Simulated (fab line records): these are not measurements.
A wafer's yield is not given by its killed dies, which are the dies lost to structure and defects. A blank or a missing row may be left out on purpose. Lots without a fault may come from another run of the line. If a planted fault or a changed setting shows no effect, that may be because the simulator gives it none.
fab line records	flow nand-harc
record lots=6	wafers=18	last-day=24
route steps=1159 shown P_START@1 P_ZERO_WELL@2
lots that met no fault: from a run of the same line without faults
start-h: hours from the record's opening day to when the first of the lot's shown wafers began	wait-h: how many hours have passed since the lot's step before this one	" the same as in the row above	L1.1+2: several wafers, shown together as one row	- no value present, or no start provided	* or withheld: withheld	< > ~ a bound
route shown NAME@n: NAME is a module with steps in the file, n the number in the route of the first one	usual: average and standard deviation across the fault-free wafers	same: alike in all rows	chamber/n: place in a boat	sites: readings site by site	_std_site: standard deviation across them	_edge_site: mean of outer sites minus mean of inner sites	radius-mm: how far each site lies from the wafer's centre	mask NAME#n: copy n	behind: the most recent tool/chamber to have shaped the wafer	hold: why the lot was held/for how many hours/how that ended	device: which transistor (n, p or np) failed to switch	end of line: the same wafers' tests at the end of the route	a step given without rows: its recipe and nothing more	killed: the dies lost at the first sort to structure and to defects; this is not the yield of the wafer	map: shows each die of a wafer: x if killed, . if not, _ if none is there
set.NAME: setting as actually run; set.NAME@STEP: the setting as run at that earlier step	model.NAME: the simulator's own value behind a step, which no gauge read
lots at selected steps of the route; one table per step, one row per wafer
services: when a tool's chamber went out of use (start-h, in hours from the record's first day, below 0 if earlier), for how many hours, and the reason
## steps
# step NHARC_P_START_INSPECT_01
# usual raw-defect-count=3.4/1.7
lot.wafer	tool	chamber	start-h	wait-h	raw-defect-count
L214.2	defect-inspect-02	-	18.04	-	6
L214.3	"	-	"	"	6
L214.5	"	-	"	"	5
L219.1	defect-inspect-01	-	48.04	-	2
L219.2	"	-	"	"	5
L219.5	"	-	"	"	3
L225.1	defect-inspect-01	-	84.04	-	3
L225.3	"	-	"	"	2
L225.4	"	-	"	"	3
L226.1	defect-inspect-02	-	90.04	-	2
L226.3	"	-	"	"	0
L226.4	"	-	"	"	2
L228.2	defect-inspect-02	-	102.04	-	2
L228.3	"	-	"	"	2
L228.6	"	-	"	"	4
L235.1	defect-inspect-01	-	144.03	-	2
L235.2	"	-	"	"	5
L235.6	"	-	"	"	4
# step NHARC_P_ZERO_WELL_PRECLEAN_00
# recipe time-s=600	temp-c=120	chemistry=SPM
# step NHARC_P_ZERO_WELL_SRD_01
# step NHARC_P_ZERO_WELL_PECVD_02
# recipe target-thk-a=100	temp-c=400	pressure-torr=6.5	rf-w=withheld	teos-flow-sccm=withheld	flow-sccm=2650	target-thk-nm=10	gas=O2	material=SiO2
# step NHARC_P_ZERO_WELL_DEHYDRATE_03
# recipe temp-c=150	time-s=120
# step NHARC_P_ZERO_WELL_HMDS_04
# recipe time-s=30
# step NHARC_P_ZERO_WELL_COAT_64
# recipe temp-c=200	time-s=65
# step NHARC_P_ZERO_WELL_COAT_05
# recipe spin-rpm=2000	resist-thk-nm=600
# step NHARC_P_ZERO_WELL_SOFTBAKE_06
# recipe temp-c=125	time-s=70
# step NHARC_P_ZERO_WELL_EBR_07
# step NHARC_P_ZERO_WELL_EXPOSE_08
# recipe na=0.55	target-cd-nm=500	dose-mj=33.8	mask-id=P_ZERO
# step NHARC_P_ZERO_WELL_PEB_09
# recipe peb-temp-c=128	peb-time-s=80
lot.wafer	tool	chamber	start-h	wait-h
L214.2+3+5	litho-track-03	0	19.04	0.1
L219.1+2+5	litho-track-02	0	49.39	0.1
L225.1+3+4	litho-track-02	0	85.03	0.1
L226.1+3+4	litho-track-05	0	91.02	0.1
L228.2+3+6	litho-track-02	0	103.36	0.1
L235.1+2+6	litho-track-05	0	145.15	0.1
# step NHARC_P_ZERO_WELL_DEVELOP_10
# recipe time-s=50	dev-temp-c=22
# step NHARC_P_ZERO_WELL_CD_MEAS_11
# recipe target-cd-nm=500	landing-energy-ev=500
# usual cd-nm=500.4/1.9
lot.wafer	tool	chamber	start-h	wait-h	cd-nm
L214.2	cd-sem-02	0	19.13	-	502.2
L214.3	"	0	"	"	498.1
L214.5	"	0	"	"	497.5
L219.1	cd-sem-03	0	49.48	-	503.0
L219.2	"	0	"	"	505.2
L219.5	"	0	"	"	500.1
L225.1	cd-sem-01	0	85.12	-	497.8
L225.3	"	0	"	"	506.7
L225.4	"	0	"	"	497.1
L226.1	cd-sem-01	0	91.11	-	501.5
L226.3	"	0	"	"	503.3
L226.4	"	0	"	"	501.4
L228.2	cd-sem-03	0	103.46	-	500.3
L228.3	"	0	"	"	508.5
L228.6	"	0	"	"	498.9
L235.1	cd-sem-01	0	145.24	-	499.5
L235.2	"	0	"	"	500.5
L235.6	"	0	"	"	500.6
# step NHARC_P_ZERO_WELL_HARDBAKE_12
# recipe temp-c=118	time-s=65
## services
tool	chamber	start-h	hours	kind
litho-track-03	-	38.01	7.0	pm
litho-track-05	-	62.00	7.0	pm
litho-track-02	-	70.14	-	consumable-replace:filter
## key
first-sign step=NHARC_P_ZERO_WELL_CD_MEAS_11	reading=cd-nm	direction=up	sigmas=3.8	usual=500.4	struck=507.6
effect none on later readings
met-at NHARC_P_ZERO_WELL_PEB_09
struck-wafers L225.3,L228.3
tester-left-out L225,L228
onset-between 49.39 85.03
fault kind=process-parameter-drift	tool=litho-track-02	chamber=-	onset-h=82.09	steps=NHARC_P_ZERO_WELL_PEB_09	channel=peb-time-s	offset=*	shape=step	end-h=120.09	scope=struck-wafers-only	acts-in=*	stated=*
# tester-left-out: of these lots the tester's yield and bins aren't shown, on N5 and GAA mostly nor the transistor test; their killed dies are dies lost to structure and defects alone, not to doping, threshold or leakage, so they don't give the yield
